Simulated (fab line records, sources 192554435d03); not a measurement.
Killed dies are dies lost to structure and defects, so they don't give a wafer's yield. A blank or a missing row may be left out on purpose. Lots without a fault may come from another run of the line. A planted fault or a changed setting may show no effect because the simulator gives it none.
fab line records | flow n5_finfet
record lots=24 wafers=72 last_day=18
route steps=1938 shown DUMMY_GATE@214 SD_EPI_N@275
lots that met no fault: from a run of the same line without faults
start_h: hours from the record's first day to the start of the lot's first wafer shown | wait_h: hours since the lot's step before | " the same as in the row above | L1.1+2: a row that stands for several wafers | - no value, or no start given | * or withheld: withheld | < > ~ a bound
route shown NAME@n: a module of which the file shows steps, and the number in the route of the first | usual: mean/standard deviation of fault-free wafers | same: alike in all rows | chamber/n: place in a boat | sites: the reading at each site | _std_site: their standard deviation | _edge_site: outer sites' mean less inner sites' | radius_mm: how far each site lies from the wafer's centre | mask NAME#n: copy n | behind: the tool/chamber that last shaped the wafer | hold: why the lot was held/for how many hours/how that ended | device: the transistor (n, p or np) that didn't switch | end of line: the same wafers' tests at the end of the route | a step without rows: its recipe alone | killed: dies lost to structure and defects at the first sort, not the wafer's yield | map: a wafer's dies, x killed, . not, _ none there
set.NAME: the setting as run; set.NAME@STEP: as run at that earlier step | model.NAME: the simulator's own value behind a step, which no gauge read
steps of the route over a sample of lots; a table a step, a row a wafer
services: from which hour (start_h, from the record's first day; less than 0 if before it) a tool's chamber was out of use, for how many hours, and why
## steps
# step N5_DUMMY_GATE_ALD_02
# recipe material=SiO2 target_thk_a=20 temp_c=300 ald_precursor_family=BDEAS ald_co_reactant=O2-plasma pulse_time_s=1 pressure_torr=2
# usual heater_power_outer_w=263/32 heater_power_w=470/46 precursor_pulse_height_rel=1.001/0.022
# columns lot.wafer tool chamber start_h wait_h heater_power_outer_w heater_power_w precursor_pulse_height_rel since_wet_clean_h
L074.1 ald_sin-01 1 38.34 0.6 255 448 0.989 317
L074.4 " 2 " " 274 464 0.985 317
L074.6 " 0 " " 304 527 1.029 -
L075.2 ald_sin-04 0 44.20 1.7 237 427 0.995 36
L075.3 " 2 " " 267 461 0.986 36
L075.6 " 0 " " 232 427 1.012 -
L076.1 ald_sin-04 3 50.58 0.0 335 542 1.004 43
L076.3 " 2 " " 260 478 0.991 43
L076.6 " 3 " " 325 566 1.036 -
L077.2 ald_sin-02 3 57.54 0.0 240 421 1.051 154
L077.4 " 0 " " 260 458 0.961 154
L077.6 " 1 " " 244 451 1.004 -
L078.2 ald_sin-04 2 62.81 0.0 259 473 1.014 55
L078.3 " 3 " " 323 560 0.999 55
L078.5 " 3 " " 328 557 0.948 -
L079.1 ald_sin-04 3 67.40 0.0 330 567 0.983 60
L079.5 " 0 " " 232 432 0.983 -
L079.6 " 3 " " 331 559 1.007 -
L080.1 ald_sin-01 0 73.94 0.3 296 535 1.022 353
L080.3 " 3 " " 250 433 1.008 353
L080.5 " 2 " " 280 469 1.012 -
L081.1 ald_sin-04 3 80.03 0.0 321 552 1.014 72
L081.2 " 1 " " 238 408 0.956 72
L081.4 " 2 " " 257 470 0.989 72
L082.2 ald_sin-04 0 84.88 0.0 232 435 0.983 77
L082.3 " 2 " " 263 474 0.995 77
L082.4 " 3 " " 324 559 1.008 77
L083.1 ald_sin-04 0 94.14 1.0 235 431 1.026 86
L083.5 " 2 " " 268 470 1.020 -
L083.6 " 1 " " 233 404 1.001 -
L084.3 ald_sin-02 2 98.69 0.2 274 529 1.027 196
L084.4 " 0 " " 257 453 1.000 196
L084.6 " 0 " " 266 451 1.001 -
L085.1 ald_sin-02 3 106.35 0.0 243 416 1.043 203
L085.3 " 0 " " 261 471 0.966 203
L085.5 " 0 " " 261 470 1.019 -
L086.1 ald_sin-04 3 109.79 0.1 324 569 0.945 102
L086.3 " 0 " " 234 430 0.995 102
L086.6 " 1 " " 237 416 1.018 -
L087.2 ald_sin-04 0 115.23 0.1 233 441 0.993 107
L087.5 " 3 " " 333 541 1.044 -
L087.6 " 0 " " 233 433 1.002 -
L088.1 ald_sin-02 2 122.68 0.6 282 517 1.001 220
L088.4 " 0 " " 258 461 1.028 220
L088.5 " 2 " " 279 526 1.007 -
L089.1 ald_sin-04 0 127.72 0.0 231 443 1.058 120
L089.4 " 3 " " 332 555 1.018 120
L089.6 " 3 " " 330 561 1.028 -
L090.3 ald_sin-01 3 134.61 0.0 260 447 1.001 35
L090.4 " 0 " " 289 526 1.019 35
L090.6 " 1 " " 253 434 1.035 -
L091.2 ald_sin-02 1 140.16 0.0 237 450 1.009 237
L091.3 " 0 " " 254 468 1.005 237
L091.5 " 3 " " 237 415 1.008 -
L092.1 ald_sin-04 2 147.47 0.0 262 470 1.023 140
L092.2 " 0 " " 241 435 0.984 140
L092.5 " 1 " " 236 430 0.973 -
L093.3 ald_sin-01 0 151.11 0.0 291 512 1.020 52
L093.5 " 3 " " 253 454 1.025 -
L093.6 " 2 " " 255 447 1.007 -
L094.2 ald_sin-04 1 158.21 0.0 232 418 1.031 150
L094.3 " 2 " " 263 486 1.013 150
L094.6 " 1 " " 232 427 1.030 -
L095.2 ald_sin-04 2 163.57 0.0 258 482 0.981 156
L095.5 " 3 " " 335 549 0.990 -
L095.6 " 2 " " 260 475 1.013 -
L096.4 ald_sin-01 2 168.82 0.0 264 434 0.989 70
L096.5 " 1 " " 250 441 0.988 -
L096.6 " 0 " " 285 526 0.992 -
L097.2 ald_sin-02 0 176.44 0.0 260 473 1.009 273
L097.3 " 3 " " 234 423 0.965 273
L097.6 " 0 " " 257 475 0.986 -
# step N5_DUMMY_GATE_TRIM_49
# recipe chemistry=O2 resist=SOC time_s=29 target_cd_nm=14 source_power_w=300 bias_power_w=0 O2_flow_sccm=100 temp_c=20
# usual drypump_motor_current_A=5.9/0.37 he_backside_leak_sccm=2.8/0.34 oes_product_au=0.994/0.021 throttle_valve_pct=8.14/0.096
# columns lot.wafer tool chamber start_h wait_h drypump_motor_current_A he_backside_leak_sccm oes_product_au rf_hours_counter_h throttle_valve_pct
L074.1 rie_si-05 3 47.30 0.0 5.8 2.6 0.961 156 8.29
L074.4 " 2 " " 6.4 3.4 0.997 90 8.20
L074.6 " 3 " " 5.8 2.7 0.954 - 8.27
L075.2 rie_si-06 2 55.05 0.0 6.1 2.4 0.976 10 8.02
L075.3 " 3 " " 6.3 2.9 0.975 124 8.15
L075.6 " 0 " " 5.2 2.9 1.020 - 8.12
L076.1 rie_si-05 2 67.36 0.0 6.4 3.3 0.993 90 8.20
L076.3 " 1 " " 6.2 2.9 0.976 117 8.07
L076.6 " 0 " " 5.2 2.6 0.986 - 7.98
L077.2 rie_si-04 3 71.41 0.0 5.7 2.5 1.006 27 8.14
L077.4 " 0 " " 5.5 2.5 0.999 41 8.26
L077.6 " 0 " " 5.5 2.5 0.989 - 8.25
L078.2 rie_si-04 2 75.33 0.0 6.0 2.8 0.977 141 8.21
L078.3 " 0 " " 5.5 2.6 0.990 41 8.23
L078.5 " 2 " " 6.0 2.7 0.968 - 8.21
L079.1 rie_si-06 2 78.43 0.0 6.1 2.4 0.994 10 8.02
L079.5 " 2 " " 6.1 2.4 0.985 - 8.02
L079.6 " 1 " " 6.1 3.0 1.014 - 8.24
L080.1 rie_si-05 1 83.11 0.0 6.1 2.9 0.987 117 8.05
L080.3 " 3 " " 5.8 4.6 0.954 157 8.29
L080.5 " 2 " " 6.3 3.4 0.994 - 8.20
L081.1 rie_si-05 3 88.92 0.0 5.9 2.6 0.955 157 8.30
L081.2 " 0 " " 5.3 2.5 0.988 3 7.98
L081.4 " 1 " " 6.2 2.8 0.988 117 8.07
L082.2 rie_si-04 0 93.75 0.0 5.6 2.6 1.001 41 8.23
L082.3 " 3 " " 5.7 2.4 1.013 28 8.15
L082.4 " 3 " " 5.6 2.4 1.013 - 8.15
L083.1 rie_si-06 1 103.00 0.0 6.2 2.9 1.024 193 8.21
L083.5 " 2 " " 6.2 2.4 0.984 - 8.03
L083.6 " 3 " " 6.3 2.7 0.980 - 8.16
L084.3 rie_si-04 0 109.38 0.0 5.6 2.9 1.007 41 8.25
L084.4 " 3 " " 5.7 2.3 1.011 - 8.13
L084.6 " 2 " " 5.9 2.6 0.984 - 8.19
L085.1 rie_si-06 3 115.08 0.0 6.3 3.1 0.983 125 8.14
L085.3 " 2 " " 6.1 2.2 0.977 11 8.01
L085.5 " 1 " " 6.2 2.9 1.029 - 8.23
L086.1 rie_si-04 2 120.48 0.0 5.9 2.8 0.984 142 8.22
L086.3 " 3 " " 5.7 2.6 1.014 28 8.15
L086.6 " 2 " " 5.9 2.7 0.987 - 8.20
L087.2 rie_si-04 2 124.10 0.0 5.9 2.8 0.981 142 8.20
L087.5 " 3 " " 5.6 2.4 1.014 - 8.15
L087.6 " 0 " " 5.5 2.7 1.009 - 8.24
L088.1 rie_si-04 0 131.61 0.0 5.5 2.7 1.001 42 8.25
L088.4 " 3 " " 5.6 2.7 1.013 28 8.14
L088.5 " 3 " " 5.6 2.6 1.021 - 8.14
L089.1 rie_si-06 3 137.00 0.0 6.3 2.6 0.989 125 8.14
L089.4 " 1 " " 6.1 2.9 1.036 194 8.24
L089.6 " 3 " " 6.3 2.7 0.992 - 8.15
L090.3 rie_si-05 2 143.51 0.0 6.4 3.4 1.000 92 8.17
L090.4 " 1 " " 6.1 2.8 0.987 118 8.06
L090.6 " 1 " " 6.1 2.8 0.982 - 8.06
L091.2 rie_si-04 1 149.04 0.0 5.9 2.9 1.032 100 8.04
L091.3 " 0 " " 5.6 2.8 0.991 42 8.24
L091.5 " 2 " " 5.9 2.8 0.975 - 8.21
L092.1 rie_si-05 0 156.22 0.0 5.3 2.4 0.997 4 7.98
L092.2 " 2 " " 6.4 3.5 1.004 92 8.21
L092.5 " 0 " " 5.2 2.4 0.996 - 8.00
L093.3 rie_si-06 0 160.27 0.0 5.2 2.9 1.034 38 8.12
L093.5 " 2 " " 6.2 2.2 0.995 - 8.01
L093.6 " 0 " " 5.2 2.9 1.038 - 8.11
L094.2 rie_si-05 3 169.44 0.0 5.8 2.6 0.948 158 8.28
L094.3 " 0 " " 5.3 2.6 0.986 4 7.99
L094.6 " 0 " " 5.3 2.5 1.000 - 7.99
L095.2 rie_si-05 1 172.44 0.0 6.1 2.8 0.982 119 8.06
L095.5 " 3 " " 5.8 2.7 0.941 - 8.27
L095.6 " 2 " " 6.4 3.3 0.993 - 8.20
L096.4 rie_si-05 3 179.63 0.0 5.8 2.7 0.956 158 8.25
L096.5 " 0 " " 5.2 2.4 0.996 - 7.98
L096.6 " 1 " " 6.1 2.9 0.981 - 8.07
L097.2 rie_si-05 2 187.24 0.0 6.4 3.6 1.000 92 8.21
L097.3 " 1 " " 6.1 2.9 0.992 119 8.06
L097.6 " 3 " " 5.8 2.7 0.960 - 8.27
# step N5_DUMMY_GATE_ETCH_23
# recipe chemistry=HBr/Cl2/O2 HBr_flow_sccm=150 Cl2_flow_sccm=80 O2_flow_sccm=12 bias_w=102 target_depth_a=410 time_s=22.3 target=poly-Si mask_material=SiO2 pressure_mtorr=10 icp_w=800
# usual drypump_motor_current_A=5.9/0.36 he_backside_leak_sccm=2.7/0.36 oes_product_au=1.003/0.019 throttle_valve_pct=37.0/0.38
# columns lot.wafer tool chamber start_h wait_h drypump_motor_current_A he_backside_leak_sccm oes_product_au rf_hours_counter_h throttle_valve_pct
L074.1 rie_si-05 3 47.79 0.0 5.8 2.6 0.961 156 38.0
L074.4 " 0 " " 5.2 2.4 1.002 2 37.3
L074.6 " 3 " " 5.8 2.6 0.957 - 38.0
L075.2 rie_si-04 0 55.56 0.0 5.6 2.6 1.001 40 37.5
L075.3 " 1 " " 5.9 2.7 0.990 99 36.9
L075.6 " 2 " " 5.9 2.6 0.990 - 36.8
L076.1 rie_si-06 0 67.84 0.0 5.2 2.8 1.035 37 37.3
L076.3 " 3 " " 6.3 3.0 0.999 124 36.9
L076.6 " 1 " " 6.2 3.0 1.023 - 37.1
L077.2 rie_si-06 3 72.14 0.0 6.3 2.8 1.013 124 36.9
L077.4 " 2 " " 6.1 2.3 1.000 10 36.3
L077.6 " 1 " " 6.2 5.6 1.035 - 37.1
L078.2 rie_si-06 3 75.80 0.0 6.3 2.9 1.021 124 36.9
L078.3 " 1 " " 6.2 3.0 1.035 193 37.1
L078.5 " 1 " " 6.2 2.9 1.032 - 37.1
L079.1 rie_si-05 1 79.02 0.0 6.2 2.9 0.991 117 37.1
L079.5 " 0 " " 5.2 2.6 0.993 - 37.3
L079.6 " 1 " " 6.2 2.7 1.004 - 37.1
L080.1 rie_si-04 0 83.74 0.0 5.5 2.6 1.001 41 37.5
L080.3 " 2 " " 5.9 2.8 1.006 141 36.8
L080.5 " 3 " " 5.7 2.5 1.004 - 36.9
L081.1 rie_si-06 1 89.39 0.0 6.1 2.9 1.024 193 37.1
L081.2 " 3 " " 6.3 2.7 1.006 125 36.9
L081.4 " 0 " " 5.2 2.7 1.035 37 37.3
L082.2 rie_si-05 2 94.23 0.0 6.4 3.4 0.997 91 37.2
L082.3 " 1 " " 6.2 2.9 1.008 118 37.1
L082.4 " 3 " " 5.9 2.7 0.961 157 38.0
L083.1 rie_si-04 2 103.47 0.0 5.9 2.7 0.993 141 36.8
L083.5 " 2 " " 5.9 2.7 0.989 - 36.8
L083.6 " 3 " " 5.7 2.7 1.013 - 36.9
L084.3 rie_si-05 0 109.85 0.0 5.2 2.4 1.001 3 37.3
L084.4 " 3 " " 5.8 2.7 0.953 157 37.9
L084.6 " 2 " " 6.4 3.4 1.002 - 37.2
L085.1 rie_si-05 3 115.56 0.0 5.9 2.7 0.960 157 38.0
L085.3 " 1 " " 6.1 2.9 0.987 118 37.1
L085.5 " 1 " " 6.1 2.8 0.991 - 37.1
L086.1 rie_si-05 0 121.00 0.0 5.3 2.4 1.003 3 37.3
L086.3 " 2 " " 6.4 3.4 1.015 91 37.2
L086.6 " 1 " " 6.1 2.9 0.991 - 37.1
L087.2 rie_si-05 0 124.72 0.0 5.3 2.5 0.999 3 37.3
L087.5 " 3 " " 5.8 2.6 0.957 - 38.0
L087.6 " 2 " " 6.4 3.3 1.010 - 37.2
L088.1 rie_si-06 0 132.17 0.0 5.2 2.8 1.052 38 37.3
L088.4 " 2 " " 6.2 2.4 0.999 11 36.3
L088.5 " 1 " " 6.2 2.9 1.036 - 37.1
L089.1 rie_si-04 1 137.67 0.0 5.9 3.0 1.006 99 36.9
L089.4 " 3 " " 5.7 2.4 1.022 29 36.9
L089.6 " 2 " " 5.9 2.8 0.999 - 36.8
L090.3 rie_si-04 3 144.01 0.0 5.7 2.5 1.023 29 36.9
L090.4 " 1 " " 5.9 3.1 0.998 99 36.9
L090.6 " 1 " " 5.9 3.0 0.994 - 36.9
L091.2 rie_si-06 2 149.51 0.0 6.2 2.3 0.986 11 36.3
L091.3 " 3 " " 6.3 2.6 1.006 126 36.9
L091.5 " 2 " " 6.2 2.4 0.987 - 36.3
L092.1 rie_si-06 3 156.77 0.0 6.3 2.9 1.009 126 36.9
L092.2 " 0 " " 5.3 2.7 1.026 38 37.3
L092.5 " 0 " " 5.2 2.8 1.015 - 37.3
L093.3 rie_si-04 0 160.75 0.0 5.5 2.6 1.016 42 37.5
L093.5 " 1 " " 5.9 2.8 0.990 - 36.9
L093.6 " 2 " " 5.9 2.9 0.992 - 36.8
L094.2 rie_si-06 3 169.92 0.0 6.3 2.7 0.994 126 36.9
L094.3 " 2 " " 6.1 2.2 0.986 12 36.3
L094.6 " 3 " " 6.3 2.7 0.996 - 36.9
L095.2 rie_si-06 2 172.91 0.0 6.1 2.5 0.980 12 36.3
L095.5 " 2 " " 6.1 2.3 0.986 - 36.3
L095.6 " 3 " " 6.3 2.8 0.995 - 36.9
L096.4 rie_si-04 2 180.26 0.0 5.9 2.7 0.990 143 36.8
L096.5 " 0 " " 5.6 2.7 1.016 - 37.5
L096.6 " 1 " " 5.9 2.9 0.996 - 36.9
L097.2 rie_si-04 2 187.88 0.0 5.9 2.7 0.993 143 36.8
L097.3 " 3 " " 5.7 2.6 1.016 29 36.9
L097.6 " 3 " " 5.7 2.6 1.011 - 36.9
# step N5_SD_EPI_N_ETCH_35
# recipe chemistry=N2/H2 target=SOC overetch_a=1080 mask_material=SiARC temp_c=40 ion_energy_ev=100 source_w=3000 bias_w=133 pressure_mtorr=20 time_s=486 n2_flow_sccm=200 h2_flow_sccm=200
# usual drypump_motor_current_A=5.9/0.46 oes_product_au=0.70/0.065 rf_vpp_V=240.8/1.3 showerhead_plenum_p_Torr=2.55/0.096 throttle_valve_pct=23.8/0.33
# columns lot.wafer tool chamber start_h wait_h drypump_motor_current_A oes_product_au rf_hours_counter_h rf_vpp_V showerhead_plenum_p_Torr throttle_valve_pct
L074.1 rie_diel-06 2 49.84 0.0 4.9 0.69 159 240.6 2.54 24.2
L074.4 " 0 " " 6.4 0.73 81 241.2 2.58 23.8
L074.6 " 3 " " 6.4 0.70 - 243.7 2.66 24.2
L075.2 rie_diel-06 2 57.31 0.0 4.9 0.69 161 241.1 2.54 24.2
L075.3 " 3 " " 6.4 0.71 133 242.2 2.66 24.2
L075.6 " 3 " " 6.4 0.70 - 242.6 2.66 24.2
L076.1 rie_diel-02 1 69.47 0.0 6.4 0.78 34 240.5 2.58 23.6
L076.3 " 2 " " 5.9 0.65 199 240.0 2.50 23.3
L076.6 " 2 " " 5.9 0.65 - 241.7 2.50 23.3
L077.2 rie_diel-06 1 73.66 0.0 5.8 0.78 42 240.6 2.48 23.5
L077.4 " 2 " " 5.0 0.68 - 240.8 2.54 24.2
L077.6 " 0 " " 6.4 0.73 - 241.5 2.58 23.8
L078.2 rie_diel-06 2 77.47 0.0 4.9 0.68 169 239.5 2.54 24.2
L078.3 " 1 " " 5.8 0.77 43 240.6 2.48 23.5
L078.5 " 1 " " 5.8 0.78 - 239.9 2.48 23.6
L079.1 rie_diel-06 1 80.72 0.0 5.8 0.77 45 238.8 2.48 23.6
L079.5 " 2 " " 4.9 0.68 - 239.1 2.54 24.3
L079.6 " 0 " " 6.4 0.72 - 242.0 2.58 23.8
L080.1 rie_diel-02 2 86.55 0.0 5.8 0.65 205 239.2 2.49 23.4
L080.3 " 3 " " 6.8 0.62 201 239.5 2.50 24.1
L080.5 " 1 " " 6.3 0.77 - 241.7 2.57 23.6
L081.1 rie_diel-02 3 91.94 0.0 6.8 0.63 203 240.9 2.50 24.1
L081.2 " 0 " " 5.8 0.67 148 238.2 2.42 23.4
L081.4 " 2 " " 5.9 0.64 207 240.1 2.49 23.4
L082.2 rie_diel-06 0 95.74 0.0 6.4 0.70 94 241.3 2.58 23.8
L082.3 " 2 " " 4.9 0.68 175 239.9 2.54 24.3
L082.4 " 0 " " 6.4 0.71 - 240.8 2.58 23.8
L083.1 rie_diel-04 0 105.42 0.0 5.9 0.84 12 243.0 2.72 24.3
L083.5 " 1 " " 5.8 0.64 - 240.6 2.61 23.7
L083.6 " 2 " " 6.0 0.77 - 241.4 2.68 23.8
L084.3 rie_diel-04 3 111.49 0.0 5.8 0.63 223 239.0 2.41 23.3
L084.4 " 1 " " 5.9 0.64 228 240.6 2.61 23.7
L084.6 " 3 " " 5.8 0.62 - 239.0 2.41 23.3
L085.1 rie_diel-04 2 117.50 0.0 6.0 0.77 50 243.4 2.68 23.8
L085.3 " 1 " " 5.8 0.64 229 240.6 2.61 23.7
L085.5 " 3 " " 5.8 0.62 - 239.5 2.41 23.3
L086.1 rie_diel-06 2 123.75 0.0 4.9 0.66 186 241.6 2.53 24.3
L086.3 " 1 " " 5.7 0.76 61 239.7 2.47 23.6
L086.6 " 2 " " 4.9 0.67 - 240.8 2.53 24.2
L087.2 rie_diel-02 3 126.70 0.0 6.8 0.62 215 242.1 2.49 24.1
L087.5 " 2 " " 5.9 0.64 - 241.9 2.49 23.4
L087.6 " 3 " " 6.8 0.62 - 240.2 2.49 24.1
L088.1 rie_diel-04 0 133.83 0.0 5.9 0.82 19 242.6 2.72 24.3
L088.4 " 1 " " 5.9 0.63 235 240.1 2.60 23.7
L088.5 " 0 " " 5.9 0.82 - 243.4 2.72 24.3
L089.1 rie_diel-04 0 139.30 0.0 5.9 0.82 21 242.6 2.72 24.3
L089.4 " 2 " " 6.0 0.75 57 240.9 2.68 23.9
L089.6 " 3 " " 5.8 0.62 - 240.2 2.40 23.3
L090.3 rie_diel-04 2 145.76 0.0 6.0 0.76 60 241.5 2.68 23.9
L090.4 " 1 " " 5.9 0.64 239 239.9 2.60 23.7
L090.6 " 2 " " 6.0 0.76 - 242.9 2.68 23.9
L091.2 rie_diel-04 1 151.68 0.0 5.8 0.63 242 242.5 2.60 23.7
L091.3 " 3 " " 5.8 0.62 236 239.0 2.40 23.4
L091.5 " 1 " " 5.8 0.63 - 241.3 2.60 23.7
L092.1 rie_diel-04 0 158.42 0.0 5.9 0.80 29 242.9 2.71 24.3
L092.2 " 3 " " 5.8 0.62 239 239.4 2.40 23.3
L092.5 " 3 " " 5.8 0.61 - 240.0 2.40 23.4
L093.3 rie_diel-06 2 162.73 0.0 4.9 0.66 205 240.8 2.53 24.3
L093.5 " 2 " " 4.9 0.65 - 240.1 2.53 24.3
L093.6 " 1 " " 5.8 0.74 - 239.5 2.46 23.6
L094.2 rie_diel-06 1 172.32 0.0 5.8 0.73 85 239.5 2.46 23.6
L094.3 " 0 " " 6.4 0.68 130 241.3 2.56 23.9
L094.6 " 0 " " 6.4 0.68 - 240.7 2.56 23.9
L095.2 rie_diel-04 2 175.64 0.0 6.0 0.74 76 243.9 2.67 23.9
L095.5 " 2 " " 6.0 0.74 - 242.2 2.67 23.9
L095.6 " 3 " " 5.8 0.61 - 237.9 2.40 23.4
L096.4 rie_diel-06 1 183.00 0.2 5.8 0.72 - 238.3 2.46 23.6
L096.5 " 0 " " 6.4 0.68 - 241.2 2.56 23.9
L096.6 " 2 " " 4.9 0.64 - 240.1 2.52 24.3
L097.2 rie_diel-02 2 189.59 0.0 5.9 0.62 242 241.4 2.48 23.4
L097.3 " 0 " " 5.8 0.65 183 240.0 2.41 23.5
L097.6 " 0 " " 5.8 0.65 - 239.2 2.41 23.5
# step N5_SD_EPI_N_STRIP_38
# recipe chemistry=N2/H2 power_w=1000 temp_c=250 h2_frac=0.65 overash_fraction=0.3 pressure_mtorr=withheld n2_flow_sccm=1750 h2_flow_sccm=3250
# usual drypump_motor_current_A=5.7/0.41 heater_power_w=358/24 oes_product_au=0.761/0.012
# columns lot.wafer tool chamber start_h wait_h drypump_motor_current_A heater_power_w oes_product_au rf_hours_counter_h
L074.1 plasma_asher-02 1 50.53 0.1 5.8 315 0.766 73
L074.4 " 1 " " 5.8 313 0.771 -
L074.6 " 0 " " 5.1 359 0.752 -
L075.2 plasma_asher-01 0 58.00 0.1 5.5 354 0.765 42
L075.3 " 1 " " 6.3 389 0.763 -
L075.6 " 0 " " 5.5 352 0.750 -
L076.1 plasma_asher-01 1 70.16 0.1 6.3 388 0.786 45
L076.3 " 0 " " 5.5 346 0.764 -
L076.6 " 0 " " 5.5 362 0.779 -
L077.2 plasma_asher-01 0 74.35 0.1 5.5 357 0.741 46
L077.4 " 1 " " 6.3 390 0.781 -
L077.6 " 1 " " 6.2 391 0.775 -
L078.2 plasma_asher-02 0 78.16 0.1 5.1 367 0.762 77
L078.3 " 0 " " 5.1 360 0.756 -
L078.5 " 0 " " 5.1 368 0.752 -
L079.1 plasma_asher-01 0 81.41 0.1 5.4 370 0.762 48
L079.5 " 1 " " 6.2 379 0.749 -
L079.6 " 0 " " 5.4 366 0.747 -
L080.1 plasma_asher-02 1 87.24 0.1 5.8 317 0.757 79
L080.3 " 1 " " 5.7 316 0.769 -
L080.5 " 1 " " 5.8 316 0.772 -
L081.1 plasma_asher-01 1 92.67 0.1 6.3 390 0.761 49
L081.2 " 0 " " 5.4 351 0.733 49
L081.4 " 0 " " 5.5 351 0.763 -
L082.2 plasma_asher-02 0 96.43 0.1 5.1 359 0.769 80
L082.3 " 0 " " 5.2 364 0.767 -
L082.4 " 1 " " 5.8 321 0.756 -
L083.1 plasma_asher-02 0 106.11 0.1 5.1 365 0.759 83
L083.5 " 1 " " 5.8 321 0.746 -
L083.6 " 0 " " 5.2 355 0.758 -
L084.3 plasma_asher-02 1 112.20 0.1 5.8 322 0.765 -
L084.4 " 0 " " 5.2 354 0.774 -
L084.6 " 0 " " 5.2 365 0.753 -
L085.1 plasma_asher-01 0 118.20 0.1 5.5 354 0.766 54
L085.3 " 1 " " 6.3 383 0.754 -
L085.5 " 1 " " 6.3 390 0.761 -
L086.1 plasma_asher-02 1 124.44 0.1 5.8 322 0.755 86
L086.3 " 0 " " 5.1 363 0.765 -
L086.6 " 1 " " 5.8 321 0.759 -
L087.2 plasma_asher-01 0 127.39 0.1 5.5 356 0.742 56
L087.5 " 1 " " 6.3 391 0.766 -
L087.6 " 0 " " 5.5 367 0.756 -
L088.1 plasma_asher-01 1 134.52 0.1 6.3 384 0.788 58
L088.4 " 1 " " 6.3 393 0.770 -
L088.5 " 1 " " 6.3 386 0.770 -
L089.1 plasma_asher-01 1 139.99 0.1 6.2 378 0.762 58
L089.4 " 1 " " 6.2 395 0.774 -
L089.6 " 1 " " 6.3 377 0.738 -
L090.3 plasma_asher-01 0 146.47 0.1 5.5 357 0.771 -
L090.4 " 1 " " 6.2 399 0.764 -
L090.6 " 0 " " 5.5 360 0.762 -
L091.2 plasma_asher-02 0 152.38 0.1 5.2 361 0.749 92
L091.3 " 0 " " 5.1 368 0.757 -
L091.5 " 1 " " 5.8 321 0.758 -
L092.1 plasma_asher-02 0 159.11 0.1 5.1 358 0.776 94
L092.2 " 1 " " 5.8 320 0.770 94
L092.5 " 1 " " 5.8 323 0.775 -
L093.3 plasma_asher-01 0 163.44 0.1 5.4 360 0.772 -
L093.5 " 0 " " 5.5 349 0.746 -
L093.6 " 1 " " 6.2 397 0.742 -
L094.2 plasma_asher-02 0 173.01 0.1 5.1 364 0.752 97
L094.3 " 1 " " 5.8 324 0.789 -
L094.6 " 0 " " 5.1 366 0.774 -
L095.2 plasma_asher-01 1 176.34 0.1 6.2 382 0.784 66
L095.5 " 0 " " 5.5 354 0.785 -
L095.6 " 1 " " 6.2 387 0.739 -
L096.4 plasma_asher-01 0 183.56 0.1 5.5 365 0.757 -
L096.5 " 1 " " 6.3 382 0.760 -
L096.6 " 0 " " 5.5 355 0.759 -
L097.2 plasma_asher-02 0 190.28 0.1 5.1 363 0.769 101
L097.3 " 0 " " 5.1 363 0.752 -
L097.6 " 1 " " 5.8 322 0.770 -
# step N5_SD_EPI_N_INSPECT_26
# recipe inspect_instrument=darkfield mode=post_epi
# usual raw_defect_count=214/40
# columns lot.wafer tool chamber start_h wait_h raw_defect_count
L074.1 defect_inspect-01 - 54.44 0.1 216
L074.4 " - " " 201
L074.6 " - " " 254
L075.2 defect_inspect-01 - 61.91 0.1 224
L075.3 " - " " 231
L075.6 " - " " 188
L076.1 defect_inspect-02 - 73.34 0.2 199
L076.3 " - " " 193
L076.6 " - " " 215
L077.2 defect_inspect-02 - 77.53 0.1 258
L077.4 " - " " 257
L077.6 " - " " 185
L078.2 defect_inspect-01 - 81.36 0.1 172
L078.3 " - " " 213
L078.5 " - " " 202
L079.1 defect_inspect-02 - 85.39 0.1 163
L079.5 " - " " 300
L079.6 " - " " 238
L080.1 defect_inspect-01 - 90.83 0.1 219
L080.3 " - " " 225
L080.5 " - " " 210
L081.1 defect_inspect-02 - 97.16 0.1 204
L081.2 " - " " 201
L081.4 " - " " 241
L082.2 defect_inspect-02 - 99.59 0.1 179
L082.3 " - " " 204
L082.4 " - " " 195
L083.1 defect_inspect-01 - 109.27 0.1 230
L083.5 " - " " 173
L083.6 " - " " 236
L084.3 defect_inspect-01 - 116.10 0.2 193
L084.4 " - " " 198
L084.6 " - " " 184
L085.1 defect_inspect-01 - 122.67 0.1 187
L085.3 " - " " 266
L085.5 " - " " 237
L086.1 defect_inspect-01 - 128.04 0.1 182
L086.3 " - " " 255
L086.6 " - " " 221
L087.2 defect_inspect-02 - 131.20 0.1 197
L087.5 " - " " 261
L087.6 " - " " 196
L088.1 defect_inspect-01 - 138.03 0.1 182
L088.4 " - " " 171
L088.5 " - " " 197
L089.1 defect_inspect-01 - 143.67 0.1 192
L089.4 " - " " 191
L089.6 " - " " 160
L090.3 defect_inspect-02 - 149.83 0.1 266
L090.4 " - " " 269
L090.6 " - " " 216
L091.2 defect_inspect-01 - 155.82 0.1 193
L091.3 " - " " 202
L091.5 " - " " 192
L092.1 defect_inspect-02 - 162.32 0.1 317
L092.2 " - " " 232
L092.5 " - " " 208
L093.3 defect_inspect-02 - 166.66 0.1 217
L093.5 " - " " 176
L093.6 " - " " 133
L094.2 defect_inspect-02 - 176.28 0.1 169
L094.3 " - " " 193
L094.6 " - " " 288
L095.2 defect_inspect-01 - 179.50 0.1 283
L095.5 " - " " 218
L095.6 " - " " 300
L096.4 defect_inspect-02 - 186.71 0.1 310
L096.5 " - " " 215
L096.6 " - " " 316
L097.2 defect_inspect-01 - 193.49 0.1 192
L097.3 " - " " 238
L097.6 " - " " 194
## services
# columns tool chamber start_h hours kind
ald_sin-02 0 19.49 2.8 repair
rie_diel-02 2 21.76 3.5 repair
rie_diel-06 - 25.96 1.4 repair
ald_sin-02 - 34.53 14.6 pm
rie_diel-02 2 45.24 3.8 repair
rie_diel-06 0 56.88 6.4 repair
ald_sin-02 - 58.13 1.8 repair
rie_diel-04 - 59.92 0.3 repair
rie_diel-06 3 67.20 121.0 repair
rie_diel-02 3 68.22 5.0 repair
rie_si-06 0 74.82 4.1 repair
ald_sin-01 - 85.25 14.0 pm
rie_si-04 1 91.15 37.1 repair
rie_diel-02 2 98.16 2.6 repair
rie_diel-02 3 114.24 1.8 repair
rie_diel-04 - 137.64 1.0 repair
ald_sin-04 3 148.02 13.1 repair
plasma_asher-01 - 148.73 0.3 repair
rie_si-06 1 149.14 - clean
rie_si-06 1 149.14 18.9 scheduled_down
ald_sin-02 - 155.19 0.6 repair
plasma_asher-01 - 155.41 2.2 repair
rie_diel-02 - 158.13 14.6 pm
rie_diel-06 2 189.17 6.4 repair
## key
fault none
